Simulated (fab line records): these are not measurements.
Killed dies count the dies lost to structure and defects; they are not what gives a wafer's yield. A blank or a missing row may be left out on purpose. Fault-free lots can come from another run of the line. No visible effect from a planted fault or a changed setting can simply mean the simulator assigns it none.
Matching of chambers | flow nandHarc | 4 sister chambers for NHARC_A_STAIRCASE_ETCHBACK_157 on rieDiel-10
The step etches the open film in CH3F/O2, target depth 90 nm, time 167.14 s. 14 wafers are shown with their chamber, then 7 later ones without.

## WAFERS WITH THEIR CHAMBER
wafer  | chamber | showerheadPlenumPTorr (Torr) | rfVppV (V) | rfFwdPowerW (W)
L079.2 | 2       | 2.36                         | 243.5      | 496.7
L079.4 | 0       | 2.62                         | 245.3      | 498.0
L079.5 | 2       | 2.36                         | 243.4      | 497.2
L080.4 | 1       | 2.29                         | 241.0      | 498.9
L080.5 | 2       | 2.36                         | 242.0      | 496.1
L080.6 | 1       | 2.29                         | 242.6      | 498.2
L081.2 | 3       | 2.36                         | 243.6      | 499.9
L081.5 | 0       | 2.62                         | 246.8      | 497.0
L081.6 | 1       | 2.29                         | 240.2      | 501.6
L082.1 | 1       | 2.29                         | 242.7      | 497.6
L082.2 | 2       | 2.35                         | 242.5      | 497.4
L082.4 | 3       | 2.36                         | 242.7      | 499.0
L086.1 | 2       | 2.35                         | 242.4      | 497.4
L086.2 | 0       | 2.61                         | 246.5      | 497.8

SIGNATURES (means of the wafers above)
reading               | chamber 0 | chamber 1 | chamber 2 | chamber 3 | scatter within a chamber
showerheadPlenumPTorr | 2.6167    | 2.2900    | 2.3560    | 2.3600    | 0.00432
rfVppV                | 246.200   | 241.625   | 242.760   | 243.150   | 0.89
rfFwdPowerW           | 497.600   | 499.075   | 496.960   | 499.450   | 1.08
Rule: for a wafer and a chamber, the distance is found by dividing, reading by reading, the gap between the wafer's reading and the chamber's mean by the reading's scatter, squaring, summing and taking the root. If the next closest chamber is less than 2 further off than the closest, the wafer can't be placed; otherwise it belongs to the closest. The scatter: take each reading less its chamber's mean, square it, sum over the shown wafers, divide by the number of wafers less the number of chambers, and take the root.

## WAFERS MISSING THEIR CHAMBER
wafer  | showerheadPlenumPTorr (Torr) | rfVppV (V) | rfFwdPowerW (W)
L086.5 | 2.61                         | 246.2      | 498.9
L090.1 | 2.66                         | 248.1      | 497.8
L090.4 | 2.60                         | 247.5      | 499.8
L090.5 | 2.66                         | 247.5      | 500.2
L091.1 | 2.34                         | 242.1      | 497.2
L091.2 | 2.66                         | 248.1      | 498.1
L091.3 | 2.34                         | 245.0      | 496.7

## WHICH CHAMBER EACH WENT THROUGH
wafer  | from the rows above     | in truth
L086.5 | 0                       | 0
L090.1 | 0                       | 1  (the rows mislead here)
L090.4 | 0                       | 0
L090.5 | 0                       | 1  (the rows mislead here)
L091.1 | can't be placed: 2 or 3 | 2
L091.2 | 0                       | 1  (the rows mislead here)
L091.3 | can't be placed: 2 or 3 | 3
2 of 7 placed correctly. From these rows, 2 cannot be placed; in 2 the true chamber is one of the candidates. Wrongly placed: 3.
